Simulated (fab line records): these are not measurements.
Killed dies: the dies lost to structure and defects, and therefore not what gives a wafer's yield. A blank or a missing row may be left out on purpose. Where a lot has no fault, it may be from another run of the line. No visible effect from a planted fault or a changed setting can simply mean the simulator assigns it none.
Matching of chambers / flow nand_harc / NHARC_P_M2_STRIP_18 on rie_diel-02: 4 sister chambers
The step strips in N2/H2. 4 wafers are shown with their chamber, then 7 later ones without.

EACH WAFER AND ITS CHAMBER
wafer=L887.3; chamber=1; drypump_motor_current_A (A)=6.1
wafer=L888.2; chamber=2; drypump_motor_current_A (A)=5.4
wafer=L888.5; chamber=0; drypump_motor_current_A (A)=5.6
wafer=L893.5; chamber=3; drypump_motor_current_A (A)=5.8

WAFERS WHOSE CHAMBER IS MISSING
wafer=L893.6; drypump_motor_current_A (A)=5.6
wafer=L894.1; drypump_motor_current_A (A)=5.4
wafer=L894.2; drypump_motor_current_A (A)=5.8
wafer=L894.4; drypump_motor_current_A (A)=5.6
wafer=L899.1; drypump_motor_current_A (A)=5.9
wafer=L899.3; drypump_motor_current_A (A)=5.6
wafer=L899.5; drypump_motor_current_A (A)=6.1

WHICH CHAMBER EACH ONE RAN IN
wafer=L893.6; from the rows above=0; in truth=0
wafer=L894.1; from the rows above=2; in truth=2
wafer=L894.2; from the rows above=3; in truth=3
wafer=L894.4; from the rows above=0; in truth=0
wafer=L899.1; from the rows above=3; in truth=3
wafer=L899.3; from the rows above=0; in truth=0
wafer=L899.5; from the rows above=1; in truth=1
Correct placement for 7 of the 7. Left unplaced by these rows: 0. Wrongly placed: 0.
How it was worked out, from the rows above alone: a wafer's distance from a chamber is the root of the sum, over the readings, of the square of ((its reading less the chamber's mean) divided by the reading's scatter). The wafer belongs to the nearest chamber; if the next one is less than 2 further off, it can't be placed. Each chamber's mean is taken over the wafers shown for it. The scatter: root of mean squared gap, hidden wafer to nearest shown wafer, with one shown wafer a chamber.
